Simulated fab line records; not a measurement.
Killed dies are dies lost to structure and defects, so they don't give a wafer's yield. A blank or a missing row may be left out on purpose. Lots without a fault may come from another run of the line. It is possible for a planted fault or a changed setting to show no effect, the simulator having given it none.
Which tool is to blame? :: flow nand_harc :: 24 lots with 72 wafers sampled at 2 steps, on a route of 1159 steps

## WHAT EACH GAUGE READ, for each wafer
NHARC_A_M1_THK_MEAS_24: measures by xrf.
lot: L075
measured: day 17 22:08
on: film_metro-01
thk_nm (nm): 155.7 153.7 153.5

lot: L074
measured: day 17 23:04
on: film_metro-01
thk_nm (nm): 151.7 155.0 155.6

lot: L078
measured: day 18 05:13
on: film_metro-02
thk_nm (nm): 154.4 156.9 152.8

lot: L077
measured: day 18 06:10
on: film_metro-01
thk_nm (nm): 155.6 152.2 155.6

lot: L079
measured: day 18 12:46
on: film_metro-01
thk_nm (nm): 153.0 153.7 153.0

lot: L076
measured: day 18 20:52
on: film_metro-01
thk_nm (nm): 153.4 153.1 150.6

lot: L080
measured: day 18 21:22
on: film_metro-02
thk_nm (nm): 153.8 154.5 153.4

lot: L082
measured: day 19 21:43
on: film_metro-02
thk_nm (nm): 153.4 153.7 155.2

lot: L081
measured: day 20 03:07
on: film_metro-01
thk_nm (nm): 155.9 155.7 155.9

lot: L084
measured: day 20 03:21
on: film_metro-02
thk_nm (nm): 154.0 155.2 155.4

lot: L083
measured: day 20 08:34
on: film_metro-01
thk_nm (nm): 156.0 155.2 155.7

lot: L088
measured: day 20 23:22
on: film_metro-01
thk_nm (nm): 154.2 155.3 156.3

lot: L086
measured: day 20 23:44
on: film_metro-01
thk_nm (nm): 152.4 152.5 153.0

lot: L085
measured: day 21 00:26
on: film_metro-01
thk_nm (nm): 155.0 154.3 153.9

lot: L090
measured: day 21 17:13
on: film_metro-02
thk_nm (nm): 154.3 155.4 154.5

lot: L091
measured: day 21 17:58
on: film_metro-01
thk_nm (nm): 153.6 155.9 153.3

lot: L087
measured: day 21 18:05
on: film_metro-01
thk_nm (nm): 154.1 155.7 152.9

lot: L089
measured: day 21 18:26
on: film_metro-02
thk_nm (nm): 154.2 155.7 154.0

lot: L093
measured: day 22 09:28
on: film_metro-02
thk_nm (nm): 152.7 153.8 154.6

lot: L092
measured: day 23 03:04
on: film_metro-01
thk_nm (nm): 155.8 154.2 154.7

lot: L095
measured: day 23 06:59
on: film_metro-01
thk_nm (nm): 154.9 153.5 153.1

lot: L096
measured: day 23 07:19
on: film_metro-01
thk_nm (nm): 155.9 156.0 154.0

lot: L094
measured: day 23 18:54
on: film_metro-01
thk_nm (nm): 152.4 154.6 153.5

lot: L097
measured: day 23 19:31
on: film_metro-01
thk_nm (nm): 157.7 153.1 156.1

## WHICH TOOL RAN EACH LOT (tool, then ch and the chambers of the sampled wafers, then the start)
lot: L075
NHARC_A_M1_PVD_20: pvd_sputter-03, day 17 22:08 or earlier

lot: L074
NHARC_A_M1_PVD_20: pvd_sputter-01, day 17 23:04 or earlier

lot: L078
NHARC_A_M1_PVD_20: pvd_sputter-03, day 18 05:13 or earlier

lot: L077
NHARC_A_M1_PVD_20: pvd_sputter-02, day 18 06:10 or earlier

lot: L079
NHARC_A_M1_PVD_20: pvd_sputter-02, day 18 12:46 or earlier

lot: L076
NHARC_A_M1_PVD_20: pvd_sputter-01, day 18 20:52 or earlier

lot: L080
NHARC_A_M1_PVD_20: pvd_sputter-03, day 18 21:22 or earlier

lot: L082
NHARC_A_M1_PVD_20: pvd_sputter-01, day 19 21:43 or earlier

lot: L081
NHARC_A_M1_PVD_20: pvd_sputter-03, day 20 03:07 or earlier

lot: L084
NHARC_A_M1_PVD_20: pvd_sputter-02, day 20 03:21 or earlier

lot: L083
NHARC_A_M1_PVD_20: pvd_sputter-01, day 20 08:34 or earlier

lot: L088
NHARC_A_M1_PVD_20: pvd_sputter-02, day 20 23:22 or earlier

lot: L086
NHARC_A_M1_PVD_20: pvd_sputter-03, day 20 23:44 or earlier

lot: L085
NHARC_A_M1_PVD_20: pvd_sputter-02, day 21 00:26 or earlier

lot: L090
NHARC_A_M1_PVD_20: pvd_sputter-02, day 21 17:13 or earlier

lot: L091
NHARC_A_M1_PVD_20: pvd_sputter-01, day 21 17:58 or earlier

lot: L087
NHARC_A_M1_PVD_20: pvd_sputter-02, day 21 18:05 or earlier

lot: L089
NHARC_A_M1_PVD_20: pvd_sputter-03, day 21 18:26 or earlier

lot: L093
NHARC_A_M1_PVD_20: pvd_sputter-03, day 22 09:28 or earlier

lot: L092
NHARC_A_M1_PVD_20: pvd_sputter-02, day 23 03:04 or earlier

lot: L095
NHARC_A_M1_PVD_20: pvd_sputter-03, day 23 06:59 or earlier

lot: L096
NHARC_A_M1_PVD_20: pvd_sputter-02, day 23 07:19 or earlier

lot: L094
NHARC_A_M1_PVD_20: pvd_sputter-03, day 23 18:54 or earlier

lot: L097
NHARC_A_M1_PVD_20: pvd_sputter-02, day 23 19:31 or earlier
- NHARC_A_M1_PVD_20: deposits TaN, target thk 5 nm, time 8.06 s.

## WHAT THE TOOLS THEMSELVES READ (means of the sampled wafers that have a number; where no wafer has one, the mark that the record gives instead)
NHARC_A_M1_PVD_20.
lot: L075
tool: pvd_sputter-03
throttle_valve_pct (%): 29.7

lot: L074
tool: pvd_sputter-01
throttle_valve_pct (%): 30.1

lot: L078
tool: pvd_sputter-03
throttle_valve_pct (%): 29.1

lot: L077
tool: pvd_sputter-02
throttle_valve_pct (%): 30.1

lot: L079
tool: pvd_sputter-02
throttle_valve_pct (%): 30.8

lot: L076
tool: pvd_sputter-01
throttle_valve_pct (%): 30.7

lot: L080
tool: pvd_sputter-03
throttle_valve_pct (%): 30.1

lot: L082
tool: pvd_sputter-01
throttle_valve_pct (%): 30.6

lot: L081
tool: pvd_sputter-03
throttle_valve_pct (%): 29.4

lot: L084
tool: pvd_sputter-02
throttle_valve_pct (%): 30.0

lot: L083
tool: pvd_sputter-01
throttle_valve_pct (%): 30.0

lot: L088
tool: pvd_sputter-02
throttle_valve_pct (%): 30.8

lot: L086
tool: pvd_sputter-03
throttle_valve_pct (%): 30.0

lot: L085
tool: pvd_sputter-02
throttle_valve_pct (%): 30.4

lot: L090
tool: pvd_sputter-02
throttle_valve_pct (%): 31.2

lot: L091
tool: pvd_sputter-01
throttle_valve_pct (%): 30.7

lot: L087
tool: pvd_sputter-02
throttle_valve_pct (%): 31.2

lot: L089
tool: pvd_sputter-03
throttle_valve_pct (%): 30.5

lot: L093
tool: pvd_sputter-03
throttle_valve_pct (%): 30.2

lot: L092
tool: pvd_sputter-02
throttle_valve_pct (%): 30.5

lot: L095
tool: pvd_sputter-03
throttle_valve_pct (%): 29.9

lot: L096
tool: pvd_sputter-02
throttle_valve_pct (%): 30.3

lot: L094
tool: pvd_sputter-03
throttle_valve_pct (%): 30.6

lot: L097
tool: pvd_sputter-02
throttle_valve_pct (%): 29.9

## THE ANSWER, worked out from the rows above alone
Rule: the lots themselves supply what counts as usual. Put in order of their means at a reading, lots are off if they are a third of the lots or fewer, leave a main group of 4 or more, and stand apart from it by a gap of 3 or more times the standard deviation of the main group's means; of several such gaps the widest counts. A main group whose means are all the same, to the digits that the tables above print for the reading, isn't used. A lot without any number at a reading at which 4 lots or more have one is off too. The other lots that the step has rows for count as sound. The gauges are gone through in route order, then the tools' own readings, and for those a lot's mean is taken as printed above. The first step at which some lot is off is used, and at that step the reading that is off furthest; a lot without a number counts as furthest.
No lot is off on any of the readings shown, so nothing can be concluded from this.

## WHAT HAD BEEN PUT IN BY THE SIMULATOR
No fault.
